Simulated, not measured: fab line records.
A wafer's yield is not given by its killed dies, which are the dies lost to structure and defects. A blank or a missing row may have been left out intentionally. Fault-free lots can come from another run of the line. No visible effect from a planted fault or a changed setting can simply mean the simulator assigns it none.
Which tool did it? ; flow nand harc ; 11 lots, 33 wafers sampled, at 5 steps of a route of 1302

WHAT EACH GAUGE READ, for each wafer
NHARC_END_SORT_01.
lot;measured;on;killed at array
L437;day 28 11:56;prober-02;676 676 675
L438;day 29 02:26;prober-01;672 673 672

EACH LOT AND THE TOOL THAT RAN IT (in order: tool; ch and the chambers of the sampled wafers; start)
lot;NHARC_A_CONTACT_ETCH_91;NHARC_A_CONTACT_ETCH_135;NHARC_A_CONTACT_ETCH_137;NHARC_A_CONTACT_ETCH_138
L430;rie diel-01 ch 0,1,3, day 22 06:59;har cap etch-02 ch 0,1, day 22 13:50;har cap etch-02 ch 0,1, day 22 14:22;har cap etch-02 ch 0,1, day 22 14:38
L435;rie diel-06 ch 0,1,3, day 24 19:47;har cap etch-01 ch 0,1, day 25 06:02;har cap etch-01 ch 0,1, day 25 06:34;har cap etch-01 ch 0,1, day 25 06:50
L431;rie diel-06 ch 0,1,3, day 25 02:28;har cap etch-03 ch 0,1, day 25 08:01;har cap etch-03 ch 0,1, day 25 08:34;har cap etch-03 ch 0,1, day 25 08:50
L437;rie diel-06 ch 1,3, day 26 04:18;har cap etch-02 ch 0,1, day 26 09:26;har cap etch-02 ch 0,1, day 26 09:58;har cap etch-02 ch 0,1, day 26 10:14
L438;rie diel-06 ch 1,2, day 26 21:14;har cap etch-02 ch 0,1, day 27 03:04;har cap etch-02 ch 0,1, day 27 03:37;har cap etch-02 ch 0,1, day 27 03:53
L444;rie diel-13 ch 0,1,3, day 28 14:28;har cap etch-01 ch 0,1, day 28 19:50;har cap etch-01 ch 0,1, day 28 20:22;har cap etch-01 ch 0,1, day 28 20:38
L446;rie diel-06 ch 0,2,3, day 29 00:38;har cap etch-02 ch 0,1, day 29 10:31;har cap etch-02 ch 0,1, day 29 11:02;har cap etch-02 ch 0,1, day 29 11:19
L445;rie diel-01 ch 0,1,3, day 29 16:35;har cap etch-03 ch 0,1, day 29 21:59;har cap etch-03 ch 0,1, day 29 22:31;har cap etch-03 ch 0,1, day 29 22:47
L448;rie diel-13 ch 1,2,3, day 29 22:35;har cap etch-01 ch 0,1, day 30 03:59;har cap etch-01 ch 0,1, day 30 04:32;har cap etch-01 ch 0,1, day 30 04:49
L449;rie diel-06 ch 0,3, day 31 09:05;har cap etch-02 ch 0,1, day 31 14:20;har cap etch-02 ch 0,1, day 31 14:53;har cap etch-02 ch 0,1, day 31 15:10
L451;rie diel-06 ch 0,1,3, day 31 18:49;har cap etch-02 ch 0,1, day 31 23:53;har cap etch-02 ch 0,1, day 32 00:26;har cap etch-02 ch 0,1, day 32 00:42
- NHARC_A_CONTACT_ETCH_91: etches the open film in CH3F/O2, target depth 40 nm, time 85.7 s.
- NHARC_A_CONTACT_ETCH_135: etches the open film in C4F8/O2/Ar, time 311 s, target depth 1912 nm.
- NHARC_A_CONTACT_ETCH_137: etches the open film in C4F8/O2/Ar, time 311 s, target depth 1912 nm.
- NHARC_A_CONTACT_ETCH_138: etches the open film in C4F8/O2/Ar, time 311 s, target depth 1914 nm.

THE ANSWER, worked out from the rows above alone
Rule: what is usual is taken from the lots themselves. Put in order of their means at a reading, lots are off if they are a third of the lots or fewer, leave a main group of 4 or more, and stand apart from it by a gap of 3 or more times the standard deviation of the main group's means; of several such gaps the widest counts. The tables above print the reading to a certain number of digits; a main group whose means all agree to those digits is not used. A lot without any number at a reading at which 4 lots or more have one is off too. The other lots that the step has rows for count as sound.
No lot is off on any of the readings shown, so nothing can be concluded from this.

WHAT THE SIMULATOR PUT IN
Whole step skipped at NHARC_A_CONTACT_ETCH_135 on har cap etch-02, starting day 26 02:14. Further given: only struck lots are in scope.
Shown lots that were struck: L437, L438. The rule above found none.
